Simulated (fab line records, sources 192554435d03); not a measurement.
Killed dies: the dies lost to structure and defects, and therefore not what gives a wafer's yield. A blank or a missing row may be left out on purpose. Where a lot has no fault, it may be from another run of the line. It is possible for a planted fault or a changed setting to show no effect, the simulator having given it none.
Lot-split experiment | flow n5Finfet | 7 lots, 21 wafers read, on a route of 1938 steps

== THE SPLIT ITSELF ==
At N5_BEOL_M4_ETCH_64 (etches SOC in N2/H2, target depth 75 nm, overetch 22.5 nm, time 121.9 s), the setting biasW was moved away from the recipe's 150 W on 7 of the 21 wafers read, by -8.9% to +10.9%. All remaining wafers had this setting at the recipe value.

The reading comes from the split's own step.

== THE READING ==
rfVppV, in V, at N5_BEOL_M4_ETCH_64 (etches SOC in N2/H2, target depth 75 nm, overetch 22.5 nm, time 121.9 s). Typical for fault-free wafers on this fab line: 524.2 V, with standard deviation 2.6 V.

wafer  | tool, chamber at the split | biasW as run, W | against the recipe | rfVppV, V | against lot-mates on the recipe
L079.2 | rieDiel-06, 1              | 150             | recipe             | 526.3     | -
L079.4 | rieDiel-06, 1              | 150             | recipe             | 526.4     | -
L079.5 | rieDiel-06, 2              | 150             | recipe             | 527.7     | -
L081.3 | rieDiel-02, 1              | 138.8           | -7.5%              | 496.6     | -26.4
L081.4 | rieDiel-02, 0              | 150             | recipe             | 522.5     | -
L081.5 | rieDiel-02, 1              | 150             | recipe             | 523.4     | -
L082.1 | rieDiel-06, 2              | 141.1           | -5.9%              | 508.1     | -14.8
L082.4 | rieDiel-06, 3              | 150             | recipe             | 523.7     | -
L082.5 | rieDiel-06, 0              | 150             | recipe             | 522.0     | -
L083.1 | rieDiel-06, 0              | 166.4           | +10.9%             | 557.6     | +34.6
L083.3 | rieDiel-06, 3              | 150             | recipe             | 523.0     | -
L083.5 | rieDiel-06, 2              | 166.4           | +10.9%             | 563.9     | +40.9
L088.2 | rieDiel-05, 1              | 166.4           | +10.9%             | 558.5     | +35.3
L088.3 | rieDiel-05, 2              | 166.4           | +10.9%             | 563.5     | +40.3
L088.6 | rieDiel-05, 3              | 150             | recipe             | 523.2     | -
L089.4 | rieDiel-05, 2              | 150             | recipe             | 527.9     | -
L089.5 | rieDiel-05, 2              | 136.7           | -8.9%              | 497.8     | -27.2
L089.6 | rieDiel-05, 3              | 150             | recipe             | 522.0     | -
L091.3 | rieDiel-05, 0              | 150             | recipe             | 521.2     | -
L091.4 | rieDiel-05, 2              | 150             | recipe             | 527.1     | -
L091.6 | rieDiel-05, 0              | 150             | recipe             | 521.8     | -

FIT RESULTS
A straight line over all 21 wafers: rfVppV changes by +3.29 V for each +1% of biasW; r = +0.99; the points scatter about the line by 2.7 V.
The same after taking each lot's own level away (the mean of its wafers on the recipe; 21 wafers): +3.34 V for each +1%; r = +0.99; scatter 2.4 V.
According to that fit, moving biasW by its largest amount changes the reading by 37 V.
The span of the lots' own levels, 522.85 to 526.80 V, comes to 1.5 times the standard deviation stated above.
The two slopes agree, so the slope changes little with the lot-to-lot level.
Check: with one of the wafers moved furthest among these (+10.9%) left out of the fit, the line predicts +37.7 V for it against its lot-mates. It came out at +34.6 V against them.
Tool readings at the split's step, against how far the setting was moved: rfVppV r = +0.99.

== THE OTHER SPLITS THESE WAFERS WENT THROUGH ==
These wafers also went through other splits before the reading. Each is held against what the fit with the lots' levels taken away leaves over:
other split on the same wafers           | wafers away from the commonest value | r with rfVppV (lot level and that fit taken away)
N5_BEOL_M0_SAQP_SPACER1_ALD_98 aldCycles | 6                                    | +0.00
N5_BEOL_M1_ETCH_64 sourceW               | 9                                    | -0.04
N5_BEOL_M1_COAT_68 spinRpm               | 7                                    | +0.16
N5_BEOL_M1_EXPOSE_25 doseMj              | 6                                    | +0.06
N5_BEOL_M1_ALD_98 tempC                  | 4                                    | -0.04
N5_BEOL_M2_DESCUM_16 timeS               | 6                                    | -0.10
N5_BEOL_M2_COAT_67 spinRpm               | 7                                    | -0.46
N5_BEOL_M3_DESCUM_33 timeS               | 3                                    | +0.37

== THE FILE'S OWN FIT ==
rfVppV changes by +3.31 V for each +1% of biasW, r = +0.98.
